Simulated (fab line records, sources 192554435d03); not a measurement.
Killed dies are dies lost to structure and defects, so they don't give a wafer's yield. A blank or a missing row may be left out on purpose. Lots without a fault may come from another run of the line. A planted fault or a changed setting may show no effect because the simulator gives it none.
fab line records | flow n5_finfet
record lots=7 wafers=39
route steps=1938 shown BEOL_M8@1377 BEOL_M11@1590
start_h: hours from the record's first day to the start of the lot's first wafer shown | wait_h: hours since the lot's step before | " the same as in the row above | L1.1+2: a row that stands for several wafers | - no value, or no start given | * or withheld: withheld | < > ~ a bound
route shown NAME@n: a module of which the file shows steps, and the number in the route of the first | usual: mean/standard deviation of fault-free wafers | same: alike in all rows | chamber/n: place in a boat | sites: the reading at each site | _std_site: their standard deviation | _edge_site: outer sites' mean less inner sites' | radius_mm: how far each site lies from the wafer's centre | mask NAME#n: copy n | behind: the tool/chamber that last shaped the wafer | hold: why the lot was held/for how many hours/how that ended | device: the transistor (n, p or np) that didn't switch | end of line: the same wafers' tests at the end of the route | a step without rows: its recipe alone | killed: dies lost to structure and defects at the first sort, not the wafer's yield | map: a wafer's dies, x killed, . not, _ none there
set.NAME: the setting as run; set.NAME@STEP: as run at that earlier step | model.NAME: the simulator's own value behind a step, which no gauge read
lots whose settings were changed on purpose; a table a step, a row a wafer
## steps
# step N5_BEOL_M8_TRENCH_ETCH_37
# recipe chemistry=C4F6/O2 target_depth_a=934.78 target=SiCOH_lowk time_s=31.2 ion_energy_ev=250 pressure_mtorr=30 source_w=345 bias_w=185 Ar_flow_sccm=300 C4F6_flow_sccm=10 O2_flow_sccm=10
# columns lot.wafer tool chamber start_h wait_h set.time_s model.BEOL_M8.feature_depth_nm model.etch.depth_nm model.TiN_of_BEOL_M8_HM_DEP_02.thk_nm
L078.1 rie_diel-04 2 - - 31.2 94 94.03 17.2
L078.2 " 0 " " 37.86 113.8 113.7 16.8
L078.3 " 1 " " 37.86 113.8 113.8 16.6
L078.4 " 0 " " 31.2 94.6 94.52 17
L078.5 " 1 " " 31.2 93.8 93.83 17.4
L078.6 " 2 " " 37.86 115.2 115.1 16.6
L075.1 rie_diel-03 2 - - 31.2 94.4 94.49 17.2
L075.2 " 1 " " 40.06 121.8 121.8 16.6
L075.3 " 3 " " 31.2 92.2 92.28 17.6
L075.4 " 0 " " 40.06 118 118 16.8
L075.5 " 0 " " 31.2 91.8 91.72 17.4
L075.6 " 3 " " 40.06 117.6 117.7 16.6
L079.1 rie_diel-04 2 - - 31.2 95 95 17.6
L079.2 " 1 " " 13.18 39.6 39.6 19.2
L079.3 " 0 " " 13.18 39.2 39.28 19.4
L079.4 " 2 " " 31.2 94.4 94.49 17.6
L079.5 " 0 " " 31.2 93.6 93.55 17.6
L079.6 " 1 " " 13.18 40.4 40.45 19.2
L087.1 rie_diel-04 3 - - 31.2 89 89.05 17.6
L087.2 " 0 " " 47.3 139 139 15.8
L087.3 " 2 " " 47.3 140.4 140.3 15.8
L087.4 " 1 " " 47.3 139.8 139.9 15.8
L087.5 " 1 " " 31.2 92.8 92.81 17
L087.6 " 0 " " 31.2 92.2 92.15 17.4
L088.2 rie_diel-01 1 - - 31.2 93 93.04 17.4
L088.3 " 3 " " 31.2 91.6 91.68 17
L088.4 " 1 " " 31.2 93.6 93.69 17.2
L092.1 rie_diel-03 2 - - 31.2 92.8 92.85 17.2
L092.2 " 1 " " 26.4 79.8 79.77 17.8
L092.3 " 3 " " 26.4 81.2 81.3 17.6
L092.4 " 0 " " 31.2 92.2 92.11 17.4
L092.5 " 2 " " 26.4 79.2 79.17 17.4
L092.6 " 1 " " 31.2 94.2 94.17 17.4
L093.1 rie_diel-01 1 - - 15.15 46.2 46.29 18.8
L093.2 " 3 " " 31.2 93 93 17.6
L093.3 " 0 " " 31.2 95.4 95.34 17.2
L093.4 " 2 " " 15.15 45.2 45.28 18.8
L093.5 " 3 " " 31.2 91.8 91.84 17.4
L093.6 " 0 " " 15.15 46.4 46.4 18.8
# step N5_BEOL_M8_ETCH_41
# recipe chemistry=CH3F/O2 target=SiCN target_depth_a=319 taper_deg=2 time_s=57.8 ion_energy_ev=120 mask_material=TiN pressure_mtorr=30 source_w=395 bias_w=75 Ar_flow_sccm=150 CH3F_flow_sccm=30 O2_flow_sccm=20
# step N5_BEOL_M8_STRIP_80
# recipe chemistry=N2/H2 time_s=10 power_w=450 temp_c=40 pressure_mtorr=20 rf_frequency_hz=6e+07 bias_power_w=7 n2_flow_sccm=200 h2_flow_sccm=200
# step N5_BEOL_M8_OCD_MEAS_38
# usual trench_depth_nm=93.2/1.5
# columns lot.wafer tool chamber start_h wait_h set.time_s@BEOL_M8_TRENCH_ETCH_37 trench_depth_nm
L078.1 ocd-02 - 233.35 - 31.2 94.2
L078.2 " - " " 37.86 113.9
L078.3 " - " " 37.86 113.7
L078.4 " - " " 31.2 94.6
L078.5 " - " " 31.2 93.8
L078.6 " - " " 37.86 115.3
L075.1 ocd-02 - 233.39 - 31.2 94.8
L075.2 " - " " 40.06 121.5
L075.3 " - " " 31.2 91.8
L075.4 " - " " 40.06 118.1
L075.5 " - " " 31.2 92.1
L075.6 " - " " 40.06 117.5
L079.1 ocd-02 - 244.23 - 31.2 95.3
L079.2 " - " " 13.18 39.5
L079.3 " - " " 13.18 39.0
L079.4 " - " " 31.2 94.5
L079.5 " - " " 31.2 93.1
L079.6 " - " " 13.18 40.4
L087.1 ocd-02 - 293.88 - 31.2 89.5
L087.2 " - " " 47.3 138.4
L087.3 " - " " 47.3 140.1
L087.4 " - " " 47.3 140.2
L087.5 " - " " 31.2 92.9
L087.6 " - " " 31.2 92.1
L088.2 ocd-02 - 297.92 - 31.2 93.4
L088.3 " - " " 31.2 91.6
L088.4 " - " " 31.2 94.2
L092.1 ocd-02 - 309.29 - 31.2 92.4
L092.2 " - " " 26.4 79.5
L092.3 " - " " 26.4 81.3
L092.4 " - " " 31.2 91.9
L092.5 " - " " 26.4 79.7
L092.6 " - " " 31.2 94.5
L093.1 ocd-02 - 326.92 - 15.15 46.5
L093.2 " - " " 31.2 92.9
L093.3 " - " " 31.2 95.3
L093.4 " - " " 15.15 45.1
L093.5 " - " " 31.2 91.6
L093.6 " - " " 15.15 46.7
# step N5_BEOL_M8_HM_STRIP_39
# recipe chemistry=peroxide_tin_strip material=TiN target_depth_a=250 temp_c=50 time_s=158
# step N5_BEOL_M8_SRD_40
# recipe time_s=30 temp_c=23 rinse_liquid=diw dry=ipa_marangoni
# step N5_BEOL_M8_ECD_50
# recipe material=Cu target_thk_a=3000
# step N5_BEOL_M8_ANNEAL_51
# recipe temp_c=225 time_s=90 ambient=N2
# step N5_BEOL_M8_CMP_52
# recipe stop_on=SiCOH_lowk t_overpolish_s=6.9 down_force_psi=1 platen_rpm=50 clearing_platen_down_force_psi=1.5 clearing_platen_rpm=50 post_cmp_clean=cu_alkaline target_thk_nm=80 clearing_platen_pad_velocity_m_s=0.99484 pad_velocity_m_s=0.99484
# columns lot.wafer tool chamber start_h wait_h set.time_s@BEOL_M8_TRENCH_ETCH_37 model.Cu_of_BEOL_M8_ECD_50.thk_nm
L078.3+2 cmp-03 0,2 236.16 0.2 37.86 101.2
L078.4 " 1 " " 31.2 82.6
L078.1 " 3 " " 31.2 80.2
L078.5 " 0 " " 31.2 80.8
L078.6 " 1 " " 37.86 101.4
L075.1 cmp-02 0 236.24 0.3 31.2 80.2
L075.3 " 1 " " 31.2 81
L075.4 " 2 " " 40.06 102.8
L075.2 " 3 " " 40.06 106.8
L075.5 " 0 " " 31.2 78.4
L075.6 " 1 " " 40.06 105.6
L079.4 cmp-02 0 246.75 0.1 31.2 80.6
L079.2 " 1 " " 13.18 27.6
L079.1 " 2 " " 31.2 81
L079.3 " 3 " " 13.18 26
L079.6 " 0 " " 13.18 27.8
L079.5 " 1 " " 31.2 81.8
L087.4 cmp-02 0 296.32 0.1 47.3 125.8
L087.2 " 1 " " 47.3 128.2
L087.1 " 2 " " 31.2 75.8
L087.3 " 3 " " 47.3 126
L087.6 " 0 " " 31.2 78.6
L087.5 " 1 " " 31.2 81.2
L088.2 cmp-03 0 300.41 0.2 31.2 79.2
L088.3 " 2 " " 31.2 78.6
L088.4 " 3 " " 31.2 79.4
L092.2+5 cmp-04 1 311.62 0.2 26.4 64.6
L092.3 " 2 " " 26.4 68.2
L092.4 " 3 " " 31.2 78.4
L092.1 " 0 " " 31.2 78.2
L092.6 " 2 " " 31.2 83
L093.1 cmp-03 0 330.27 0.3 15.15 32.2
L093.2 " 1 " " 31.2 79.8
L093.3 " 2 " " 31.2 83
L093.4 " 3 " " 15.15 30.6
L093.6 " 0 " " 15.15 32.8
L093.5 " 1 " " 31.2 78.6
# step N5_BEOL_M8_THK_MEAS_53
# recipe thk_meas_gauge=xrf reads=Cu_of_BEOL_M8_ECD_50
# usual M8_THK=81.6/2.2
# columns lot.wafer tool chamber start_h wait_h set.time_s@BEOL_M8_TRENCH_ETCH_37 M8_THK[nm]
L078.1 film_metro-01 - 236.46 - 31.2 82.4
L078.2 " - " " 37.86 103.2
L078.3 " - " " 37.86 103.7
L078.4 " - " " 31.2 84.6
L078.5 " - " " 31.2 82.5
L078.6 " - " " 37.86 103.9
L075.1 film_metro-02 - 236.54 - 31.2 82.0
L075.2 " - " " 40.06 109.0
L075.3 " - " " 31.2 82.9
L075.4 " - " " 40.06 105.5
L075.5 " - " " 31.2 80.1
L075.6 " - " " 40.06 107.5
L079.1 film_metro-02 - 247.05 - 31.2 82.8
L079.2 " - " " 13.18 27.8
L079.3 " - " " 13.18 26.6
L079.4 " - " " 31.2 82.3
L079.5 " - " " 31.2 83.3
L079.6 " - " " 13.18 28.3
L087.1 film_metro-02 - 296.62 - 31.2 78.0
L087.2 " - " " 47.3 131.6
L087.3 " - " " 47.3 129.6
L087.4 " - " " 47.3 128.7
L087.5 " - " " 31.2 83.1
L087.6 " - " " 31.2 80.4
L088.2 film_metro-02 - 300.71 - 31.2 81.0
L088.3 " - " " 31.2 80.2
L088.4 " - " " 31.2 80.8
L092.1 film_metro-02 - 311.92 - 31.2 79.1
L092.2 " - " " 26.4 65.1
L092.3 " - " " 26.4 68.7
L092.4 " - " " 31.2 79.7
L092.5 " - " " 26.4 65.1
L092.6 " - " " 31.2 84.2
L093.1 film_metro-01 - 330.57 - 15.15 32.6
L093.2 " - " " 31.2 81.0
L093.3 " - " " 31.2 83.9
L093.4 " - " " 15.15 30.9
L093.5 " - " " 31.2 79.3
L093.6 " - " " 15.15 33.1
# step N5_BEOL_M8_PRE_CLEAN_55
# recipe gas=NH3 time_s=15 temp_c=withheld rf_power_w=300
# step N5_BEOL_M8_DEP_56
# recipe material=SiCN target_thk_a=100 temp_c=withheld precursor=3MS/NH3 pressure_torr=3 rf_w=202 time_s=17.5
# step N5_BEOL_M8_RS_MEAS_57
# recipe thk_meas_gauge=four-point-probe reads=Cu_of_BEOL_M8_ECD_50+Co_of_BEOL_M8_CVD_78+TaN_of_BEOL_M8_ALD_77
# usual M8_RS=0.286/0.0086
# columns lot.wafer tool chamber start_h wait_h set.time_s@BEOL_M8_TRENCH_ETCH_37 M8_RS[ohm/sq]
L078.1 film_metro-01 - 236.59 0.1 31.2 0.285
L078.2 " - " " 37.86 0.218
L078.3 " - " " 37.86 0.218
L078.4 " - " " 31.2 0.275
L078.5 " - " " 31.2 0.281
L078.6 " - " " 37.86 0.217
L075.1 film_metro-02 - 236.67 0.1 31.2 0.284
L075.2 " - " " 40.06 0.205
L075.3 " - " " 31.2 0.282
L075.4 " - " " 40.06 0.214
L075.5 " - " " 31.2 0.293
L075.6 " - " " 40.06 0.208
L079.1 film_metro-01 - 247.18 0.1 31.2 0.282
L079.2 " - " " 13.18 1.103
L079.3 " - " " 13.18 1.190
L079.4 " - " " 31.2 0.282
L079.5 " - " " 31.2 0.278
L079.6 " - " " 13.18 1.089
L087.1 film_metro-02 - 296.75 0.1 31.2 0.306
L087.2 " - " " 47.3 0.167
L087.3 " - " " 47.3 0.170
L087.4 " - " " 47.3 0.170
L087.5 " - " " 31.2 0.282
L087.6 " - " " 31.2 0.292
L088.2 film_metro-01 - 300.84 0.1 31.2 0.288
L088.3 " - " " 31.2 0.292
L088.4 " - " " 31.2 0.288
L092.1 film_metro-02 - 312.05 0.1 31.2 0.294
L092.2 " - " " 26.4 0.369
L092.3 " - " " 26.4 0.345
L092.4 " - " " 31.2 0.293
L092.5 " - " " 26.4 0.369
L092.6 " - " " 31.2 0.275
L093.1 film_metro-02 - 330.70 0.1 15.15 0.897
L093.2 " - " " 31.2 0.287
L093.3 " - " " 31.2 0.274
L093.4 " - " " 15.15 0.959
L093.5 " - " " 31.2 0.292
L093.6 " - " " 15.15 0.873
# step N5_BEOL_M11_ALD_74
# recipe material=TaN target_thk_a=20 temp_c=275 ald_precursor_family=PDMAT ald_co_reactant=NH3 pressure_torr=3 carrier_flow_sccm=1500 pulse_time_s=2 purge_time_s=3 co_reactant_purge_time_s=2 co_reactant_pulse_time_s=3 ald_cycles=40 precursor_vessel_temp_c=75 precursor_vessel_pressure_torr=26.25 precursor_vessel_carrier_sccm=1000
# columns lot.wafer tool chamber start_h wait_h set.ald_cycles model.TaN_of_BEOL_M11_ALD_74.thk_nm
L075.1+2+3 ald_metal-03 2,1,0 258.65 0.1 40 2
L075.4+5+6 " 3,2,3 " " 23 1.2
L078.1+5+6 ald_metal-02 1,0,1 259.34 0.0 16 0.8
L078.2+3+4 " 0,2,3 " " 40 2
L079.1+5 ald_metal-03 3,1 269.55 0.3 50 2.6
L079.2 " 2 " " 50 2.4
L079.3+4+6 " 0,1,0 " " 40 2
L087.1+3+4 ald_metal-01 0,2,3 317.87 0.0 59 3
L087.2+5+6 " 1,2,3 " " 40 2
L088.2+3+4 ald_metal-02 0,2,1 328.08 0.1 40 2
L092.1+4+5 ald_metal-02 1,0,1 336.62 0.0 16 0.8
L092.2+3+6 " 2,3,0 " " 40 2
L093.1+2+3+4+5+6 ald_metal-01 3,0,2,1,3,2 359.61 0.0 40 2
## key
split step=N5_BEOL_M8_TRENCH_ETCH_37 setting=time_s stated=31.2 by=wafer
response step=N5_BEOL_M8_TRENCH_ETCH_37 reading=model.BEOL_M8.feature_depth_nm change=+0.934 per=1% r=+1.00
response step=N5_BEOL_M8_TRENCH_ETCH_37 reading=model.etch.depth_nm change=+0.933 per=1% r=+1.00
response step=N5_BEOL_M8_TRENCH_ETCH_37 reading=model.TiN_of_BEOL_M8_HM_DEP_02.thk_nm change=-0.028 per=1% r=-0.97
response step=N5_BEOL_M8_OCD_MEAS_38 reading=trench_depth_nm change=+0.93 per=1% r=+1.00
response step=N5_BEOL_M8_CMP_52 reading=model.Cu_of_BEOL_M8_ECD_50.thk_nm change=+0.933 per=1% r=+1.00
response step=N5_BEOL_M8_THK_MEAS_53 reading=M8_THK change=+0.953 per=1% r=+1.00
response step=N5_BEOL_M8_RS_MEAS_57 reading=M8_RS change=-0.00908 per=1% r=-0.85
split step=N5_BEOL_M11_ALD_74 setting=ald_cycles stated=40 by=wafer
response step=N5_BEOL_M11_ALD_74 reading=model.TaN_of_BEOL_M11_ALD_74.thk_nm change=+0.0201 per=1% r=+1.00
